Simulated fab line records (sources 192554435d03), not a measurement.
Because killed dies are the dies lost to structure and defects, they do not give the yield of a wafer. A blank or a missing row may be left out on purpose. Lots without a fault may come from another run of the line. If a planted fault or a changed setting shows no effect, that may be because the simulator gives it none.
Chamber matching || flow n5Finfet || N5_SD_EPI_N_LINER_46 on aldSin-01 has 4 sister chambers
The step material SiNx, target thk 3 nm. 8 wafers are shown with their chamber, then 7 later ones without.

WAFERS PAIRED WITH THEIR CHAMBERS
{"wafer": "L624.5", "chamber": 0, "heaterPowerW (W)": 923}
{"wafer": "L628.3", "chamber": 1, "heaterPowerW (W)": 774}
{"wafer": "L628.6", "chamber": 0, "heaterPowerW (W)": 916}
{"wafer": "L635.1", "chamber": 3, "heaterPowerW (W)": 834}
{"wafer": "L635.3", "chamber": 2, "heaterPowerW (W)": 1006}
{"wafer": "L635.6", "chamber": 1, "heaterPowerW (W)": 782}
{"wafer": "L637.1", "chamber": 3, "heaterPowerW (W)": 834}
{"wafer": "L637.2", "chamber": 2, "heaterPowerW (W)": 1018}

WAFERS WITH NO CHAMBER GIVEN
{"wafer": "L637.5", "heaterPowerW (W)": 926}
{"wafer": "L638.1", "heaterPowerW (W)": 821}
{"wafer": "L638.2", "heaterPowerW (W)": 993}
{"wafer": "L638.6", "heaterPowerW (W)": 985}
{"wafer": "L641.2", "heaterPowerW (W)": 846}
{"wafer": "L641.4", "heaterPowerW (W)": 781}
{"wafer": "L641.6", "heaterPowerW (W)": 996}

WHICH CHAMBER EACH ONE RAN IN
{"wafer": "L637.5", "from the rows above": 0, "in truth": 0}
{"wafer": "L638.1", "from the rows above": 3, "in truth": 3}
{"wafer": "L638.2", "from the rows above": 2, "in truth": 2}
{"wafer": "L638.6", "from the rows above": 2, "in truth": 2}
{"wafer": "L641.2", "from the rows above": 3, "in truth": 3}
{"wafer": "L641.4", "from the rows above": 1, "in truth": 1}
{"wafer": "L641.6", "from the rows above": 2, "in truth": 2}
Correctly placed: 7 of 7. Can't be placed from these rows: 0. 0 placed wrongly.
How it was worked out, from the rows above alone: a wafer's distance from a chamber is the root of the sum, over the readings, of the square of ((its reading less the chamber's mean) divided by the reading's scatter). If the next closest chamber is less than 2 further off than the closest, the wafer can't be placed; otherwise it belongs to the closest. For every chamber, the mean is computed from those of its wafers that are shown. The scatter: take each reading less its chamber's mean, square it, sum over the shown wafers, divide by the number of wafers less the number of chambers, and take the root.
